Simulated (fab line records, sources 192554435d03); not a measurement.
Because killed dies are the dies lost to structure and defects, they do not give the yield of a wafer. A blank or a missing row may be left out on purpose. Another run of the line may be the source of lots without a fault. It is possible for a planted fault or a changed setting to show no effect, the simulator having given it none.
Matching of chambers | flow n5_finfet | N5_BEOL_M9_CURE_71 on uv_cure-02: 3 sister chambers
The step cures SiCOH lowk, time 240 s. 16 wafers are shown with their chamber, then 8 later ones without.

## WAFERS PAIRED WITH THEIR CHAMBERS
wafer  | chamber | lamp_power_pct (%) | wafer_temp_C_max
L076.1 | 1       | 52.36              | 386.8
L076.3 | 1       | 52.36              | 386.3
L076.4 | 1       | 52.35              | 387.1
L085.1 | 1       | 52.36              | 386.9
L085.3 | 1       | 52.36              | 386.3
L085.6 | 1       | 52.38              | 386.6
L086.2 | 2       | 52.21              | 386.6
L086.4 | 2       | 52.27              | 386.6
L086.6 | 2       | 52.26              | 386.5
L087.1 | 0       | 52.27              | 386.1
L087.3 | 0       | 52.25              | 385.6
L087.6 | 0       | 52.29              | 385.9
L091.1 | 0       | 52.26              | 385.9
L091.2 | 0       | 52.21              | 385.3
L091.4 | 0       | 52.27              | 386.1
L092.2 | 0       | 52.20              | 386.0

SIGNATURES, as means of the wafers listed above
reading          | chamber 0 | chamber 1 | chamber 2 | scatter within a chamber
lamp_power_pct   | 52.2500   | 52.3617   | 52.2467   | 0.0265
wafer_temp_C_max | 385.843   | 386.667   | 386.567   | 0.285
Rule: for a wafer and a chamber, the distance is found by dividing, reading by reading, the gap between the wafer's reading and the chamber's mean by the reading's scatter, squaring, summing and taking the root. The wafer belongs to the nearest chamber; if the next one is less than 2 further off, it can't be placed. How the scatter is found: for the shown wafers, subtract from each reading the mean of its chamber, square and add these, divide the total by (wafers less chambers), then take the root.

## WAFERS WITH NO CHAMBER GIVEN
wafer  | lamp_power_pct (%) | wafer_temp_C_max
L092.3 | 52.32              | 385.7
L092.4 | 52.28              | 385.6
L096.2 | 52.28              | 386.7
L096.3 | 52.32              | 386.5
L096.6 | 52.33              | 386.4
L097.1 | 52.21              | 386.3
L097.3 | 52.32              | 386.8
L097.4 | 52.37              | 387.4

## WHICH CHAMBER EACH ONE RAN IN
wafer  | from the rows above          | in truth
L092.3 | can't be placed: 0 or 1 or 2 | 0
L092.4 | 0                            | 0
L096.2 | can't be placed: 2 or 1 or 0 | 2
L096.3 | can't be placed: 1 or 2 or 0 | 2
L096.6 | can't be placed: 1 or 2      | 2
L097.1 | can't be placed: 2 or 0      | 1
L097.3 | can't be placed: 1 or 2      | 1
L097.4 | 1                            | 1
Correct placement for 2 of the 8. Unplaceable from these rows: 6, with the true chamber sitting among the candidates in 5. 0 placed wrongly.
